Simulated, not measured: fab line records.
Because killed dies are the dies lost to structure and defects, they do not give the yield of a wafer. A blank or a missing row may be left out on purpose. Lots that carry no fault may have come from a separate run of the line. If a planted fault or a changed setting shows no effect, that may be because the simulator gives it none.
A single fault, viewed from 3 desks    flow n5-finfet    what lay behind the numbers comes last; until then each desk has only its own

== AT THE TOOL OWNER'S DESK: pecvd-02 ==
At N5_BEOL_M3_PRE_CLEAN_56 (time 15 s), the tool's own readings, given per lot that ran on this tool as the mean of the sampled wafers with a number. A lot is out of limits, marked OUT, if its mean lies more than 4 standard deviations from the usual mean; the brackets give that distance.
Columns: A = rf-fwd-power-W at N5_BEOL_M3_PRE_CLEAN_56, usual 295.4 W
lot   first seen here  A
L976  day 7 09:28      295.4
L995  day 12 06:14     295.4
L994  day 12 18:16     295.6
Result from this desk: across the 3 lots, nothing is out of limits.

== AT THE METROLOGY DESK ==
Means of the sampled wafers that have a number, per lot and without regard to the tool the lot ran on: this is what the gauges read. A lot is out of limits, marked OUT, if its mean lies more than 4 standard deviations from the usual mean; the brackets give that distance. Only the readings that lie furthest out on some lot appear, 7 of the 11 it has.
Columns: A = M3_RS at N5_BEOL_M3_RS_MEAS_58, usual 0.66 ohm/sq; B = DIBL_N at N5_BEOL_M4_RC_MEAS_101, usual 36.0 mV/V; C = DIBL_P at N5_BEOL_M4_RC_MEAS_101, usual 36.7 mV/V; D = IOFF_P at N5_BEOL_M4_RC_MEAS_101, usual 0.21 nA/um; E = SS_N at N5_BEOL_M4_RC_MEAS_101, usual 71.5 mV/dec; F = SS_P at N5_BEOL_M4_RC_MEAS_101, usual 73.4 mV/dec; G = VT_P at N5_BEOL_M4_RC_MEAS_101, usual -251 mV
lot   first seen here  A     B     C     D     E     F     G
L976  day 7 09:34      0.69  32.3  33.6  0.18  71.0  72.5  -253
L978  day 7 14:20      0.64  36.4  36.8  0.19  71.7  73.9  -253
L979  day 8 07:37      0.62  38.5  38.9  0.27  71.8  73.7  -246
L980  day 8 10:01      0.69  32.4  33.3  0.17  70.9  72.0  -252
L983  day 9 08:46      0.66  32.7  35.6  0.19  71.9  72.7  -252
L985  day 9 14:48      0.66  35.9  38.1  0.22  71.0  73.6  -251
L995  day 12 06:20     0.67  35.6  37.0  0.19  71.6  73.5  -254
L994  day 12 18:22     0.71  31.3  32.9  0.15  70.4  72.6  -255
L998  day 13 14:44     0.69  35.8  38.0  0.22  71.2  73.5  -250
Result from this desk: across the 9 lots, nothing is out of limits.

== THE DEFECT DESK ==
What the inspections along the route counted, lot by lot: means of the sampled wafers that have a number. A lot is out of limits, marked OUT, if its mean lies more than 4 standard deviations from the usual mean; the brackets give that distance.
Columns: A = raw-defect-count at N5_BEOL_M3_INSPECT_59, usual 73; B = raw-defect-count at N5_BEOL_M4_INSPECT_13, usual 410
lot   first seen here  A              B
L976  day 7 09:35      58             303
L978  day 7 14:22      46             419
L979  day 8 07:38      98             433
L980  day 8 10:02      69             385
L983  day 9 08:47      116            396
L985  day 9 14:49      46             347
L995  day 12 06:22     458 (+18) OUT  733 (+4.0) OUT
L994  day 12 18:23     448 (+17) OUT  741 (+4.1) OUT
L998  day 13 14:45     90             385
This desk finds L994, L995 out of limits, L995 being first, at day 12 06:22 (raw-defect-count at N5_BEOL_M3_INSPECT_59). L976, L978, L979, L980, L983, L985, L998: within limits.

== BROUGHT TOGETHER ==
The defect desk could have raised an alarm at day 12 06:22, on L994, L995.
The tool owner's desk saw nothing out of limits.
Nothing out of limits was seen by the metrology desk.
Tool owner's desk: L994, L995 on record, inside its limits.
The metrology desk holds a record of L994, L995, inside its limits.
On pecvd-02, each named lot ran N5_BEOL_M3_PRE_CLEAN_56.

== WHAT THE SIMULATOR PUT IN ==
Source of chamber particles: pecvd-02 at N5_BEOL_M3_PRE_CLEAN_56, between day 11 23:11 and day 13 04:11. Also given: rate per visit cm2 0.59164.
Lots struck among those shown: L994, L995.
Hours from the fault's start to each desk's first reading out of limits: the defect desk, 7.
